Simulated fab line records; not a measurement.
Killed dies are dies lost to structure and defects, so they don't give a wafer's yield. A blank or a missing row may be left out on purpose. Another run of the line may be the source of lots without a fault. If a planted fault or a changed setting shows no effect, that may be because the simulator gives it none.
Which of the tools did it?	flow nand-harc	72 wafers from 24 lots sampled at 6 of the route's 1159 steps

== WHAT THE GAUGES READ, wafer by wafer ==
No reading from a measuring or inspecting step in the record can be judged against a usual standard deviation.

== WHICH TOOL RAN EACH LOT (tool, then ch and the chambers of the sampled wafers, then the start) ==
lot	NHARC_A_CHANNEL_FILL_D1_ALD_02	NHARC_A_STAIRCASE_ETCH_169	NHARC_A_STAIRCASE_ETCH_225	NHARC_A_STAIRCASE_ETCH_230	NHARC_A_STAIRCASE_TRIM_233	NHARC_A_STAIRCASE_ETCH_236
L074	ald-hk-03 ch 0,1, day 8 07:58	rie-diel-08 ch 2,3, day 10 17:57	rie-diel-08 ch 0,2, no start	rie-diel-08 ch 2,3, no start	rie-diel-08 ch 2,3, no start	rie-diel-08 ch 2,3, no start
L075	ald-hk-04 ch 1,2, day 9 08:59	rie-diel-13 ch 0,2,3, day 11 11:55	rie-diel-08 ch 0,3, no start	rie-diel-08 ch 1,2, no start	rie-diel-08 ch 0,2,3, no start	rie-diel-08 ch 1,2,3, no start
L076	ald-hk-03 ch 0,1,3, day 9 08:59	rie-diel-13 ch 0,2, day 11 14:55	rie-diel-08 ch 2,3, no start	rie-diel-08 ch 1,3, no start	rie-diel-08 ch 0,3, no start	rie-diel-08 ch 0,1,3, no start
L078	ald-hk-04 ch 0,2, day 9 13:08	rie-diel-08 ch 2,3, day 11 15:01	rie-diel-13 ch 1,2,3, no start	rie-diel-13 ch 1,2, no start	rie-diel-13 ch 1,3, no start	rie-diel-13 ch 1,3, no start
L077	ald-hk-02 ch 1,2,3, day 9 13:09	rie-diel-13 ch 2,3, day 11 14:40	rie-diel-08 ch 0,3, no start	rie-diel-09 ch 0,1,2, no start	rie-diel-09 ch 0,1,2, no start	rie-diel-09 ch 1,2,3, no start
L081	ald-hk-02 ch 0,3, day 10 00:48	rie-diel-09 ch 0,1, day 12 01:35	rie-diel-09 ch 0,3, no start	rie-diel-08 ch 0,1, no start	rie-diel-08 ch 1,2,3, no start	rie-diel-08 ch 0,2, no start
L080	ald-hk-03 ch 2,3, day 10 01:27	rie-diel-08 ch 1,3, day 12 01:45	rie-diel-09 ch 0,1, no start	rie-diel-09 ch 2,3, no start	rie-diel-09 ch 1,2,3, no start	rie-diel-09 ch 1,2, no start
L079	ald-hk-03 ch 1,3, day 10 05:40	rie-diel-09 ch 0,3, day 12 07:14	rie-diel-08 ch 1,2,3, no start	rie-diel-13 ch 0,1, no start	rie-diel-13 ch 1,2,3, no start	rie-diel-13 ch 0,1,3, no start
L082	ald-hk-03 ch 0,2,3, day 10 08:23	rie-diel-08 ch 1,3, day 12 07:23	rie-diel-08 ch 0,1,2, no start	rie-diel-09 ch 0,1,2, no start	rie-diel-09 ch 1,2,3, no start	rie-diel-09 ch 0,2, no start
L083	ald-hk-02 ch 0,1,3, day 10 21:26	rie-diel-08 ch 0,1,3, day 13 00:24	rie-diel-08 ch 0,1,2, no start	rie-diel-09 ch 1,3, no start	rie-diel-09 ch 0,2, no start	rie-diel-09 ch 0,1, no start
L086	ald-hk-02 ch 0,1,2, day 11 15:29	rie-diel-13 ch 0,2,3, day 13 17:13	rie-diel-08 ch 1,2, no start	rie-diel-08 ch 0,1, no start	rie-diel-08 ch 2,3, no start	rie-diel-08 ch 0,1,2, no start
L084	ald-hk-02 ch 0,2,3, day 11 15:51	rie-diel-09 ch 2,3, day 13 17:12	rie-diel-08 ch 1,2,3, no start	rie-diel-13 ch 0,1,2, no start	rie-diel-13 ch 0,1,3, no start	rie-diel-13 ch 0,1,3, no start
L087	ald-hk-04 ch 0,1,3, day 11 19:47	rie-diel-13 ch 0,2,3, day 13 20:52	rie-diel-08 ch 1,2,3, no start	rie-diel-08 ch 1,2,3, no start	rie-diel-08 ch 0,3, no start	rie-diel-08 ch 2,3, no start
L085	ald-hk-04 ch 1,2,3, day 12 04:45	rie-diel-09 ch 0,1,2, day 14 05:35	rie-diel-08 ch 1,2, no start	rie-diel-13 ch 0,1, no start	rie-diel-13 ch 0,1,2, no start	rie-diel-13 ch 0,2,3, no start
L089	ald-hk-03 ch 0,1, day 12 05:35	rie-diel-13 ch 1,2,3, day 14 05:25	rie-diel-13 ch 1,2,3, no start	rie-diel-09 ch 0,1,2, no start	rie-diel-09 ch 0,3, no start	rie-diel-09 ch 1,2, no start
L088	ald-hk-03 ch 0,3, day 12 08:56	rie-diel-13 ch 0,3, day 14 12:51	rie-diel-13 ch 0,1,3, no start	rie-diel-13 ch 0,1,2, no start	rie-diel-13 ch 0,2,3, no start	rie-diel-13 ch 0,3, no start
L091	ald-hk-03 ch 2,3, day 12 13:10	rie-diel-13 ch 0,1, day 14 12:32	rie-diel-08 ch 1,2,3, no start	rie-diel-09 ch 2,3, no start	rie-diel-09 ch 0,2,3, no start	rie-diel-09 ch 0,2,3, no start
L090	ald-hk-03 ch 1,2,3, day 12 13:47	rie-diel-13 ch 0,1,2, day 14 12:56	rie-diel-08 ch 0,2,3, no start	rie-diel-13 ch 0,1,2, no start	rie-diel-13 ch 0,1,2, no start	rie-diel-13 ch 1,2,3, no start
L093	ald-hk-03 ch 0,1,3, day 12 23:40	rie-diel-13 ch 0,3, day 15 01:18	rie-diel-08 ch 0,1,2, no start	rie-diel-13 ch 0,1,2, no start	rie-diel-13 ch 0,1,3, no start	rie-diel-13 ch 0,2,3, no start
L092	ald-hk-04 ch 0,1,2, day 13 00:12	rie-diel-08 ch 1,2,3, day 15 01:08	rie-diel-09 ch 1,2,3, no start	rie-diel-09 ch 1,2,3, no start	rie-diel-09 ch 0,1,3, no start	rie-diel-09 ch 0,1,3, no start
L094	ald-hk-04 ch 0,1,2, day 13 07:41	rie-diel-09 ch 1,2,3, day 15 08:20	rie-diel-09 ch 1,2,3, no start	rie-diel-13 ch 1,2, no start	rie-diel-13 ch 0,2,3, no start	rie-diel-13 ch 0,1,2, no start
L095	ald-hk-02 ch 0,1, day 13 22:10	rie-diel-08 ch 1,2,3, day 16 01:52	rie-diel-08 ch 0,1,2, no start	rie-diel-13 ch 1,3, no start	rie-diel-13 ch 1,3, no start	rie-diel-13 ch 0,1,3, no start
L096	ald-hk-02 ch 0,1,3, day 13 22:51	rie-diel-13 ch 0,3, day 15 23:07	rie-diel-08 ch 2,3, no start	rie-diel-08 ch 2,3, no start	rie-diel-08 ch 0,2,3, no start	rie-diel-08 ch 0,2, no start
L097	ald-hk-04 ch 0,1,2, day 14 19:20	rie-diel-08 ch 0,1,2, day 16 19:18	rie-diel-08 ch 0,1,2, no start	rie-diel-08 ch 0,1,3, no start	rie-diel-08 ch 0,1,3, no start	rie-diel-08 ch 0,2,3, no start
- NHARC_A_CHANNEL_FILL_D1_ALD_02: deposits SiO2, target thk 6 nm, pulse time 10 s, ald cycles 60.
- NHARC_A_STAIRCASE_ETCH_169: etches the open film in CH3F/O2, target depth 50 nm, time 107.1 s.
- NHARC_A_STAIRCASE_ETCH_225: etches the open film in C4F8/O2, target depth 100 nm, time 40.5 s.
- NHARC_A_STAIRCASE_ETCH_230: etches the open film in C4F8/O2, target depth 100 nm, time 40.5 s.
- NHARC_A_STAIRCASE_TRIM_233: chemistry O2, time 211.2 s.
- NHARC_A_STAIRCASE_ETCH_236: etches the open film in C4F8/O2, target depth 100 nm, time 40.5 s.

== AS READ BY THE TOOLS THEMSELVES (means over the sampled wafers that have a number; for cases with no such wafer, the mark the record gives instead) ==
NHARC_A_CHANNEL_FILL_D1_ALD_02. Usual: heater-power-w 464 W, standard deviation 52; precursor-pulse-height-rel 1.003, standard deviation 0.02.
lot	tool	heater-power-w (W)	precursor-pulse-height-rel	flag
L074	ald-hk-03	440	1.017	
L075	ald-hk-04	490	1.023	
L076	ald-hk-03	453	1.006	
L078	ald-hk-04	527	0.998	
L077	ald-hk-02	504	0.987	
L081	ald-hk-02	455	1.002	
L080	ald-hk-03	428	1.023	
L079	ald-hk-03	427	0.997	
L082	ald-hk-03	463	1.002	
L083	ald-hk-02	468	1.001	
L086	ald-hk-02	456	1.014	
L084	ald-hk-02	505	1.001	
L087	ald-hk-04	464	1.013	
L085	ald-hk-04	473	0.990	
L089	ald-hk-03	485	1.015	
L088	ald-hk-03	492	1.012	
L091	ald-hk-03	430	1.001	
L090	ald-hk-03	420	1.003	
L093	ald-hk-03	461	1.007	
L092	ald-hk-04	492	1.003	
L094	ald-hk-04	491	1.001	
L095	ald-hk-02	410	0.989	
L096	ald-hk-02	459	1.011	
L097	ald-hk-04	491	0.994	

NHARC_A_STAIRCASE_ETCH_169. Usual: drypump-motor-current-A 5.9 A, standard deviation 0.43; oes-product-au 0.940 a.u., standard deviation 0.017; rf-vpp-V 244.4 V, standard deviation 1.5; showerhead-plenum-p-Torr 2.45 Torr, standard deviation 0.091; throttle-valve-pct 20.663 %, standard deviation 0.0088.
lot	tool	drypump-motor-current-A (A)	oes-product-au (a.u.)	rf-vpp-V (V)	showerhead-plenum-p-Torr (Torr)	throttle-valve-pct (%)	flag
L074	rie-diel-08	6.4	0.931	243.3	2.42	20.658	
L075	rie-diel-13	5.9	0.926	244.9	2.44	20.665	
L076	rie-diel-13	6.2	0.921	243.8	2.41	20.664	
L078	rie-diel-08	6.3	0.914	244.4	2.43	20.670	
L077	rie-diel-13	6.0	0.921	243.1	2.39	20.665	
L081	rie-diel-09	6.1	0.937	243.3	2.36	20.671	
L080	rie-diel-08	6.4	0.965	243.1	2.39	20.662	
L079	rie-diel-09	5.4	0.958	244.3	2.45	20.671	
L082	rie-diel-08	6.4	0.922	242.6	2.36	20.663	
L083	rie-diel-08	6.2	0.922	243.9	2.39	20.664	
L086	rie-diel-13	5.9	0.960	243.6	2.43	20.663	
L084	rie-diel-09	5.4	0.945	245.4	2.54	20.668	
L087	rie-diel-13	5.9	0.935	244.4	2.43	20.667	
L085	rie-diel-09	6.0	0.931	244.3	2.43	20.669	
L089	rie-diel-13	5.8	0.943	244.9	2.47	20.656	
L088	rie-diel-13	5.7	0.934	245.0	2.49	20.669	
L091	rie-diel-13	5.8	0.947	245.4	2.55	20.658	
L090	rie-diel-13	6.0	0.934	244.8	2.50	20.661	
L093	rie-diel-13	5.7	0.945	244.2	2.48	20.668	
L092	rie-diel-08	6.4	0.955	243.7	2.38	20.662	
L094	rie-diel-09	5.8	0.967	245.1	2.50	20.662	
L095	rie-diel-08	6.3	0.939	243.0	2.38	20.658	
L096	rie-diel-13	5.6	0.941	244.3	2.45	20.664	
L097	rie-diel-08	6.2	0.949	243.0	2.39	20.662	

NHARC_A_STAIRCASE_ETCH_225. Usual: oes-product-au 0.937 a.u., standard deviation 0.012; rf-vpp-V 894 V, standard deviation 3.5.
lot	tool	oes-product-au (a.u.)	rf-vpp-V (V)	flag
L074	rie-diel-08	0.935	895	
L075	rie-diel-08	0.937	894	
L076	rie-diel-08	0.925	895	
L078	rie-diel-13	0.938	896	
L077	rie-diel-08	0.936	894	
L081	rie-diel-09	0.920	895	
L080	rie-diel-09	0.934	890	
L079	rie-diel-08	0.933	893	
L082	rie-diel-08	0.941	893	
L083	rie-diel-08	0.944	893	
L086	rie-diel-08	0.933	893	
L084	rie-diel-08	0.939	894	
L087	rie-diel-08	0.938	893	
L085	rie-diel-08	0.922	892	
L089	rie-diel-13	0.954	898	
L088	rie-diel-13	0.930	900	
L091	rie-diel-08	0.942	892	
L090	rie-diel-08	0.917	894	
L093	rie-diel-08	0.943	892	
L092	rie-diel-09	0.927	898	
L094	rie-diel-09	0.953	898	
L095	rie-diel-08	0.943	891	
L096	rie-diel-08	0.943	894	
L097	rie-diel-08	0.942	893	

NHARC_A_STAIRCASE_ETCH_230. Usual: oes-product-au 0.941 a.u., standard deviation 0.017; rf-vpp-V 895 V, standard deviation 4.7.
lot	tool	oes-product-au (a.u.)	rf-vpp-V (V)	flag
L074	rie-diel-08	0.936	894	
L075	rie-diel-08	0.937	893	
L076	rie-diel-08	0.938	890	
L078	rie-diel-13	0.924	896	
L077	rie-diel-09	0.937	895	
L081	rie-diel-08	0.950	894	
L080	rie-diel-09	0.930	900	
L079	rie-diel-13	0.944	902	
L082	rie-diel-09	0.918	895	
L083	rie-diel-09	0.961	896	
L086	rie-diel-08	0.930	891	
L084	rie-diel-13	0.978	898	
L087	rie-diel-08	0.947	892	
L085	rie-diel-13	0.952	902	
L089	rie-diel-09	0.935	894	
L088	rie-diel-13	0.945	898	
L091	rie-diel-09	0.933	900	
L090	rie-diel-13	0.930	898	
L093	rie-diel-13	0.945	898	
L092	rie-diel-09	0.941	898	
L094	rie-diel-13	0.964	899	
L095	rie-diel-13	0.972	901	
L096	rie-diel-08	0.928	893	
L097	rie-diel-08	0.939	893	

NHARC_A_STAIRCASE_TRIM_233. Usual: drypump-motor-current-A 5.9 A, standard deviation 0.45; oes-product-au 0.998 a.u., standard deviation 0.0098; rf-vpp-V 57.9 V, standard deviation 0.87; showerhead-plenum-p-Torr 3.51 Torr, standard deviation 0.12; throttle-valve-pct 17.036 %, standard deviation 0.0097.
lot	tool	drypump-motor-current-A (A)	oes-product-au (a.u.)	rf-vpp-V (V)	showerhead-plenum-p-Torr (Torr)	throttle-valve-pct (%)	flag
L074	rie-diel-08	6.3	0.998	58.3	3.48	17.035	
L075	rie-diel-08	6.1	0.992	57.5	3.48	17.041	
L076	rie-diel-08	5.9	1.004	58.3	3.48	17.045	
L078	rie-diel-13	5.6	0.991	58.1	3.69	17.038	
L077	rie-diel-09	6.0	0.991	57.3	3.50	17.037	
L081	rie-diel-08	6.4	0.985	57.6	3.43	17.043	
L080	rie-diel-09	5.8	0.998	58.3	3.60	17.035	
L079	rie-diel-13	5.8	1.001	57.8	3.55	17.029	
L082	rie-diel-09	5.8	1.001	58.2	3.59	17.030	
L083	rie-diel-09	5.5	0.991	57.4	3.54	17.037	
L086	rie-diel-08	6.4	0.995	58.1	3.47	17.035	
L084	rie-diel-13	5.7	1.004	58.2	3.62	17.040	
L087	rie-diel-08	5.9	0.996	58.3	3.47	17.041	
L085	rie-diel-13	6.0	1.000	58.4	3.58	17.033	
L089	rie-diel-09	5.6	0.983	57.3	3.41	17.030	
L088	rie-diel-13	5.9	1.004	57.6	3.49	17.031	
L091	rie-diel-09	5.5	1.000	57.2	3.52	17.047	
L090	rie-diel-13	6.0	0.998	58.0	3.58	17.039	
L093	rie-diel-13	5.7	1.006	58.4	3.61	17.039	
L092	rie-diel-09	6.0	0.997	58.8	3.47	17.042	
L094	rie-diel-13	5.9	1.003	57.9	3.48	17.040	
L095	rie-diel-13	5.5	1.006	58.2	3.58	17.032	
L096	rie-diel-08	6.1	0.995	57.7	3.47	17.036	
L097	rie-diel-08	6.2	0.994	58.0	3.42	17.040	

NHARC_A_STAIRCASE_ETCH_236. Usual: oes-product-au 0.939 a.u., standard deviation 0.011; rf-vpp-V 896 V, standard deviation 4.6.
lot	tool	oes-product-au (a.u.)	rf-vpp-V (V)	flag
L074	rie-diel-08	0.942	894	
L075	rie-diel-08	0.940	893	
L076	rie-diel-08	0.947	892	
L078	rie-diel-13	0.933	898	
L077	rie-diel-09	0.941	899	
L081	rie-diel-08	0.933	894	
L080	rie-diel-09	0.932	899	
L079	rie-diel-13	0.934	899	
L082	rie-diel-09	0.929	893	
L083	rie-diel-09	0.921	893	
L086	rie-diel-08	0.924	892	
L084	rie-diel-13	0.948	900	
L087	rie-diel-08	0.947	893	
L085	rie-diel-13	0.948	895	
L089	rie-diel-09	0.932	899	
L088	rie-diel-13	0.940	897	
L091	rie-diel-09	0.924	895	
L090	rie-diel-13	0.949	895	
L093	rie-diel-13	0.944	895	
L092	rie-diel-09	0.944	894	
L094	rie-diel-13	0.954	898	
L095	rie-diel-13	0.951	899	
L096	rie-diel-08	0.938	894	
L097	rie-diel-08	0.943	894	

== THE ANSWER, worked out from the rows above alone ==
Rule: a lot is off if the mean of its wafers that have a number lies more than 3 standard deviations from the usual mean. A lot without any number at a reading at which 4 lots or more have one is off too. Where the step has rows for the other lots, those lots are counted as sound. First the gauges in route order, then the tools' own readings, where a lot's mean is used as printed above. The first step at which some lot is off is used, and at that step the reading that is off furthest; a lot without a number counts as furthest.
Across all readings shown, no lot is off: no conclusion can be drawn from this.

== WHAT THE SIMULATOR PUT IN ==
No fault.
